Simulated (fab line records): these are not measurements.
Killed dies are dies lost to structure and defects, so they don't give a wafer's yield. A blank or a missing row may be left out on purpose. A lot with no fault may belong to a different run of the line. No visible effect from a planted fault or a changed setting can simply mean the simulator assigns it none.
Matching of chambers -- flow n5 finfet -- N5_BEOL_M3_ALD_84 on ald metal-04: 4 sister chambers
The step deposits TaN, pulse time 2 s, purge time 3 s, co reactant purge time 2 s. 4 wafers are shown with their chamber, then 10 later ones without.

WAFERS WITH THEIR CHAMBER
wafer,chamber,heater power w (W)
L087.2,0,470
L087.4,2,510
L089.1,1,439
L089.4,3,409

WAFERS MISSING THEIR CHAMBER
wafer,heater power w (W)
L089.6,464
L090.1,467
L090.3,439
L090.5,407
L093.2,440
L093.3,475
L093.5,497
L096.2,502
L096.4,405
L096.6,465

WHICH CHAMBER EACH WENT THROUGH
wafer,from the rows above,in truth
L089.6,0,0
L090.1,0,0
L090.3,1,1
L090.5,3,3
L093.2,1,1
L093.3,0,0
L093.5,2,2
L096.2,2,2
L096.4,3,3
L096.6,0,0
Correct placement for 10 of the 10. Can't be placed from these rows: 0. Number placed wrongly: 0.
How it was worked out, from the rows above alone: a wafer's distance from a chamber is the root of the sum, over the readings, of the square of ((its reading less the chamber's mean) divided by the reading's scatter). The wafer belongs to the nearest chamber; if the next one is less than 2 further off, it can't be placed. Each chamber's mean is taken over the wafers shown for it. The scatter: root of mean squared gap, hidden wafer to nearest shown wafer, with one shown wafer a chamber.
